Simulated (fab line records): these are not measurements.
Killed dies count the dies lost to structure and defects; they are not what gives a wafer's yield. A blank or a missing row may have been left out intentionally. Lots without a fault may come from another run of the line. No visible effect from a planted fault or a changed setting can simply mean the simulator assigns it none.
fab line records    flow n5Finfet
record lots=11  wafers=30  lastDay=17
route steps=1938 shown BEOL_M14@1753
lots with no fault: from the same line, run without faults
startH: start of the lot's first displayed wafer, in hours after the record's first day    waitH: how many hours have passed since the lot's step before this one    " unchanged from the row above    L1.1+2: one row covering several wafers at once    - value missing, or start not given    * or withheld: withheld    < > ~ a bound
route shown NAME@n: names a module that has steps shown in the file, with the first one's number in the route    usual: mean/standard deviation taken from wafers without a fault    same: alike in all rows    chamber/n: place in a boat    sites: each site's reading    _std_site: standard deviation of those values    _edge_site: mean of outer sites minus mean of inner sites    radiusMm: for every site, how far away it sits from the centre of the wafer    mask NAME#n: copy n    behind: the tool/chamber that last shaped the wafer    hold: why the lot was held/for how many hours/how that ended    device: the n, p or np transistor that did not switch    end of line: at the end of the route, the tests of the same wafers    for a step that has no rows: nothing shown but its recipe    killed: not the wafer's yield, but the dies lost to structure and defects at the first sort    map: a wafer's dies, x killed, . not, _ none there
set.NAME: the setting the step ran with; set.NAME@STEP: the setting that earlier step ran with    model.NAME: the simulator's own value behind a step, which no gauge read
one table for each step of the route and one row for each wafer, over a sample of lots
services: when a tool's chamber went out of use (startH, in hours from the record's first day, below 0 if earlier), for how many hours, and the reason
## steps
# step N5_BEOL_M14_TRENCH_ETCH_34
# recipe chemistry=C4F8/O2/Ar  target=SiO2  targetDepthA=5566.5  maskMaterial=SOC  heInnerTorr=15  heOuterTorr=30  timeS=126.9  ionEnergyEv=800  pressureMtorr=20  sourceW=1905  biasW=2040  Ar_flow_sccm=400  C4F8_flow_sccm=16  O2_flow_sccm=12
# usual drypumpMotorCurrentA=6.0/0.51  heOuterTorr=30.00/0.058  oesProductAu=0.79/0.075  rfVppV=2227/16  showerheadPlenumPTorr=3.46/0.096  throttleValvePct=30.9/0.31
# same timeS=126.9
lot.wafer  tool        chamber  startH  waitH  drypumpMotorCurrentA  heOuterTorr  oesProductAu  rfHoursCounterH  rfVppV  showerheadPlenumPTorr  throttleValvePct
L623.2     rieDiel-01  3        252.41  0.0    5.1                   29.95        0.70          241              2196    3.27                   30.9
L623.4     "           1        "       "      6.6                   30.01        0.84          85               2238    3.49                   31.4
L623.6     "           1        "       "      6.6                   29.94        0.83          -                2238    3.49                   31.4
L626.1     rieDiel-01  3        267.99  0.0    5.1                   30.03        0.71          246              2196    3.27                   30.9
L626.2     "           2        "       "      6.6                   30.07        0.70          225              2230    3.40                   30.9
L626.6     "           0        "       "      5.5                   30.11        0.84          -                2225    3.48                   31.3
L629.1     rieDiel-05  1        279.43  0.0    6.3                   29.96        0.88          35               2250    3.51                   30.7
L629.3     "           2        "       "      6.6                   30.09        0.74          189              2218    3.42                   30.8
L629.6     "           0        "       "      5.6                   30.02        0.78          -                2233    3.32                   30.7
L628.2     rieDiel-05  1        284.78  0.0    6.3                   30.07        0.88          37               2250    3.51                   30.7
L628.3     "           3        "       "      5.6                   30.01        0.75          167              2221    3.58                   31.1
L628.4     "           2        "       "      6.6                   29.91        0.74          191              2218    3.42                   30.8
L631.2     rieDiel-04  3        308.60  0.0    5.6                   30.03        0.68          247              2224    3.54                   30.7
L631.3     "           2        "       "      5.7                   29.96        0.85          43               2196    3.49                   30.5
L631.6     "           0        "       "      6.6                   30.00        0.93          -                2250    3.63                   30.3
L633.5     rieDiel-04  2        325.64  0.1    5.7                   29.96        0.85          -                2195    3.49                   30.5
L633.6     "           1        "       "      5.7                   30.01        0.73          -                2223    3.41                   31.2
L636.1     rieDiel-05  2        326.06  0.0    6.6                   30.02        0.71          205              2216    3.41                   30.9
L636.3     "           1        "       "      6.3                   30.07        0.85          50               2249    3.50                   30.7
L637.3     rieDiel-05  3        327.60  0.0    5.5                   29.95        0.74          182              2222    3.57                   31.1
L637.5     "           1        "       "      6.3                   29.87        0.86          -                2249    3.50                   30.7
L641.1     rieDiel-05  2        354.66  0.0    6.6                   30.06        0.72          215              2216    3.41                   30.9
L641.5     "           1        "       "      6.2                   30.12        0.84          -                2250    3.50                   30.7
L641.6     "           2        "       "      6.6                   30.03        0.73          -                2215    3.41                   30.9
L643.1     rieDiel-04  3        365.61  0.0    5.7                   29.95        0.92          11               2226    3.53                   30.5
L643.2     "           2        "       "      5.8                   29.93        0.81          66               2196    3.48                   30.5
L643.6     "           2        "       "      5.8                   30.04        0.81          -                2195    3.48                   30.5
L644.2     rieDiel-05  2        385.49  0.0    6.6                   29.96        0.71          227              2214    3.40                   30.9
L644.3     "           1        "       "      6.3                   29.92        0.82          73               2248    3.49                   30.7
L644.5     "           2        "       "      6.6                   30.02        0.71          -                2216    3.40                   30.9
# step N5_BEOL_M14_ETCH_38
# recipe chemistry=CF4/N2  target=SiCN  targetDepthA=1065  taperDeg=2  timeS=120.6  ionEnergyEv=150  maskMaterial=SiO2  pressureMtorr=40  sourceW=430  biasW=70  Ar_flow_sccm=100  cf4FlowSccm=60  n2FlowSccm=60
# usual drypumpMotorCurrentA=6.0/0.56  oesProductAu=0.79/0.079  rfVppV=382.6/1.7  showerheadPlenumPTorr=2.22/0.064  throttleValvePct=15.51/0.27
# same timeS=120.6
lot.wafer  tool        chamber  startH  waitH  drypumpMotorCurrentA  oesProductAu  rfHoursCounterH  rfVppV  showerheadPlenumPTorr  throttleValvePct
L623.2     rieDiel-01  0        -       -      5.4                   0.85          78               382.7   2.24                   15.72
L623.4     "           2        "       "      6.6                   0.69          221              381.5   2.18                   15.53
L623.6     "           1        "       "      6.6                   0.84          -                382.0   2.23                   15.76
L626.1     rieDiel-01  1        -       -      6.6                   0.83          90               383.5   2.23                   15.75
L626.2     "           0        "       "      5.5                   0.85          83               384.7   2.23                   15.73
L626.6     "           1        "       "      6.6                   0.83          -                384.6   2.23                   15.76
L629.1     rieDiel-05  0        -       -      5.6                   0.79          122              381.7   2.13                   15.35
L629.3     "           2        "       "      6.5                   0.74          190              383.4   2.19                   15.56
L629.6     "           0        "       "      5.6                   0.79          -                382.1   2.13                   15.36
L628.2     rieDiel-05  1        -       -      6.3                   0.87          37               383.9   2.25                   15.16
L628.3     "           0        "       "      5.6                   0.78          123              380.9   2.13                   15.34
L628.4     "           3        "       "      5.5                   0.73          167              384.7   2.30                   15.62
L631.2     rieDiel-01  3        -       -      5.1                   0.98          3                387.0   2.35                   15.09
L631.3     "           1        "       "      6.7                   0.81          105              380.7   2.23                   15.78
L631.6     "           2        "       "      6.6                   0.67          -                381.5   2.18                   15.59
L636.1     rieDiel-05  2        -       -      6.6                   0.73          206              381.2   2.19                   15.58
L636.3     "           1        "       "      6.3                   0.86          51               381.9   2.25                   15.18
L633.5     rieDiel-01  3        -       -      5.1                   0.96          -                386.8   2.35                   15.10
L633.6     "           2        "       "      6.6                   0.67          -                381.2   2.17                   15.59
L637.3     rieDiel-05  1        -       -      6.3                   0.86          52               383.8   2.25                   15.20
L637.5     "           0        "       "      5.6                   0.76          -                381.3   2.12                   15.40
L641.1     rieDiel-04  1        -       -      5.7                   0.73          200              381.9   2.19                   15.81
L641.5     "           1        "       "      5.7                   0.73          -                382.0   2.19                   15.81
L641.6     "           0        "       "      6.6                   0.89          -                384.8   2.33                   14.93
L643.1     rieDiel-01  0        -       -      5.4                   0.79          121              382.9   2.22                   15.80
L643.2     "           1        "       "      6.6                   0.79          126              383.1   2.22                   15.82
L643.6     "           1        "       "      6.7                   0.79          -                383.7   2.22                   15.83
L644.2     rieDiel-01  2        -       -      6.6                   0.94          11               380.7   2.17                   15.11
L644.3     "           3        "       "      5.1                   0.90          31               385.0   2.34                   15.14
L644.5     "           0        "       "      5.5                   0.80          -                382.1   2.22                   15.81
# step N5_BEOL_M14_DEGAS_41
# recipe ambient=vacuum  tempC=300  timeS=60
# usual heaterPowerW=461/54  susceptorTempC=299.99/0.19
# same timeS=60
lot.wafer  tool           chamber  startH  waitH  heaterPowerW  susceptorTempC
L623.2     pvdSputter-03  -        253.43  0.3    487           300.00
L623.4     "              -        "       "      475           299.48
L623.6     "              -        "       "      462           299.80
L626.1     pvdSputter-02  -        268.61  0.2    438           299.98
L626.2     "              -        "       "      447           299.90
L626.6     "              -        "       "      452           300.00
L629.1     pvdSputter-01  -        281.17  0.3    439           299.82
L629.3     "              -        "       "      534           300.39
L629.6     "              -        "       "      506           299.66
L628.2     pvdSputter-01  -        286.78  1.6    429           300.21
L628.3     "              -        "       "      555           299.80
L628.4     "              -        "       "      462           299.68
L631.2     pvdSputter-01  -        309.28  0.1    502           299.61
L631.3     "              -        "       "      432           300.07
L631.6     "              -        "       "      459           300.04
L633.5     pvdSputter-02  -        328.58  0.2    427           299.87
L633.6     "              -        "       "      337           300.21
L636.1     pvdSputter-01  -        328.73  0.3    459           300.26
L636.3     "              -        "       "      435           300.03
L637.3     pvdSputter-01  -        329.81  0.6    560           299.93
L637.5     "              -        "       "      545           299.79
L641.1     pvdSputter-02  -        356.04  0.2    335           300.19
L641.5     "              -        "       "      444           299.94
L641.6     "              -        "       "      347           300.29
L643.1     pvdSputter-01  -        369.47  0.5    505           300.15
L643.2     "              -        "       "      456           300.03
L643.6     "              -        "       "      456           299.96
L644.2     pvdSputter-02  -        386.02  0.1    344           300.13
L644.3     "              -        "       "      442           300.41
L644.5     "              -        "       "      450           299.75
# step N5_BEOL_M14_ECD_47
# recipe material=Cu  targetThkA=12480
lot.wafer   tool      chamber  startH  waitH
L623.2+4+6  ecdCu-01  1,0,1    253.79  0.1
L626.1+2+6  ecdCu-01  1,0,0    268.97  0.1
L629.1+3+6  ecdCu-01  0,0,1    281.57  0.1
L628.2+3+4  ecdCu-02  0,0,1    287.18  0.1
L631.2+3+6  ecdCu-02  1,0,0    309.64  0.1
L633.5+6    ecdCu-02  1,0      329.03  0.1
L636.1+3    ecdCu-02  1,0      329.09  0.1
L637.3+5    ecdCu-02  1,0      330.24  0.2
L641.1+5+6  ecdCu-01  1,1,0    356.39  0.1
L643.1+2+6  ecdCu-01  0,1,1    369.83  0.1
L644.2+3+5  ecdCu-01  0,0,1    386.37  0.1
# step N5_BEOL_M14_CMP_49
# recipe stopOn=SiO2  tOverpolishS=5.2  downForcePsi=2  platenRpm=80  clearingPlatenDownForcePsi=2  clearingPlatenRpm=80  postCmpClean=cuAlkaline  targetThkNm=560  clearingPlatenPadVelocityMS=1.5917  padVelocityMS=1.5917
# usual clearingPlatenDownForcePsi=2.000/0.0039  headPressurePsi=2.000/0.005  motorCurrentA=8.4/1  slurryFilterDpKPa=13.50/0.12  timeToEndpointS=121/3.6
lot.wafer  tool    chamber  startH  waitH  clearingPlatenDownForcePsi  headPressurePsi  motorCurrentA  slurryFilterDpKPa  timeToEndpointS
L623.2     cmp-01  2        254.30  0.2    1.997                       1.992            8.9            13.27              118
L623.4     "       1        "       "      1.998                       1.996            10.6           13.74              119
L623.6     "       3        "       "      1.999                       2.002            7.1            13.50              120
L626.2     cmp-01  0        269.51  0.2    2.001                       2.003            8.5            13.68              121
L626.1     "       2        "       "      1.993                       2.000            8.7            13.47              123
L626.6     "       0        "       "      2.001                       2.001            8.2            13.44              125
L629.1     cmp-01  0        283.79  0.3    1.998                       2.003            9.0            13.60              124
L629.3     "       1        "       "      2.002                       2.005            10.5           13.69              118
L629.6     "       2        "       "      1.998                       1.998            8.8            13.57              120
L628.3     cmp-01  1        287.67  0.2    1.998                       1.999            10.5           13.46              127
L628.4     "       2        "       "      2.006                       2.005            8.6            13.56              119
L628.2     "       0        "       "      1.995                       1.997            8.6            13.59              120
L631.3     cmp-01  0        310.13  0.2    1.996                       1.998            8.6            13.45              120
L631.2     "       3        "       "      1.998                       2.002            7.6            13.52              120
L631.6     "       1        "       "      1.996                       2.000            10.2           13.52              116
L633.5     cmp-04  0        329.56  0.2    1.999                       1.994            7.2            13.44              93
L633.6     "       1        "       "      2.006                       2.011            7.7            13.46              120
L636.3     cmp-04  0        330.12  0.6    2.000                       2.000            6.8            13.32              90
L636.1     "       1        "       "      2.005                       1.994            7.8            13.62              126
L637.3     cmp-02  2        330.99  0.4    1.992                       1.997            7.3            13.38              95
L637.5     "       0        "       "      1.999                       2.000            8.5            13.26              94
L641.1     cmp-04  1        356.92  0.3    2.005                       1.995            7.8            13.50              121
L641.6     "       0        "       "      1.998                       2.007            6.8            13.66              119
L641.5     "       1        "       "      2.007                       1.994            7.7            13.35              121
L643.2     cmp-02  3        370.72  0.2    2.003                       2.003            8.6            13.12              122
L643.1     "       0        "       "      1.998                       2.014            8.2            13.70              120
L643.6     "       3        "       "      1.997                       1.999            8.1            13.59              121
L644.2     cmp-01  3        386.90  0.2    1.998                       2.003            7.7            13.87              125
L644.3     "       1        "       "      2.008                       1.999            10.9           13.67              120
L644.5     "       3        "       "      1.998                       2.000            7.3            13.64              118
## services
tool        chamber  startH  hours  kind
rieDiel-01  2        240.16  6.1    repair
ecdCu-01    -        250.82  1.4    repair
cmp-01      -        250.96  2.1    repair
ecdCu-02    -        257.23  3.9    repair
cmp-04      -        260.31  1.5    repair
rieDiel-04  1        265.61  2.8    repair
rieDiel-04  1        270.86  4.3    repair
rieDiel-04  3        283.85  4.2    repair
rieDiel-01  1        284.52  2.1    repair
cmp-01      -        284.67  1.1    repair
rieDiel-04  2        298.45  3.9    repair
rieDiel-01  3        303.05  3.8    repair
ecdCu-01    -        303.38  4.1    pm
ecdCu-02    -        303.58  0.6    repair
cmp-04      -        305.17  4.0    pm
cmp-01      -        321.16  13.0   pm
cmp-02      -        326.03  4.7    repair
cmp-02      -        333.06  0.6    repair
cmp-01      -        341.23  9.6    repair
cmp-01      -        353.04  0.5    repair
cmp-01      -        353.54  3.4    pm
ecdCu-02    -        353.91  4.6    pm
cmp-04      -        369.55  4.7    pm
cmp-01      -        373.05  8.8    repair
## key
firstSign step=N5_BEOL_M14_CMP_49  reading=timeToEndpointS  direction=down  sigmas=7.8  usual=*  struck=*
effect none on later readings
metAt N5_BEOL_M14_ECD_47
struckLots L633,L636,L637
struckWafers L633.5,L636.3,L637.3,L637.5
notActingAt N5_BEOL_M14_TRENCH_ETCH_34,N5_BEOL_M14_ETCH_38,N5_BEOL_M14_DEGAS_41
onsetBetween 309.64 329.03
fault kind=processParameterDrift  tool=ecdCu-02  chamber=-  onsetH=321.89  steps=N5_BEOL_M14_ECD_47  channel=targetThkA  offset=*  shape=step  endH=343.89  scope=struckWafersOnly  actsIn=*  stated=*
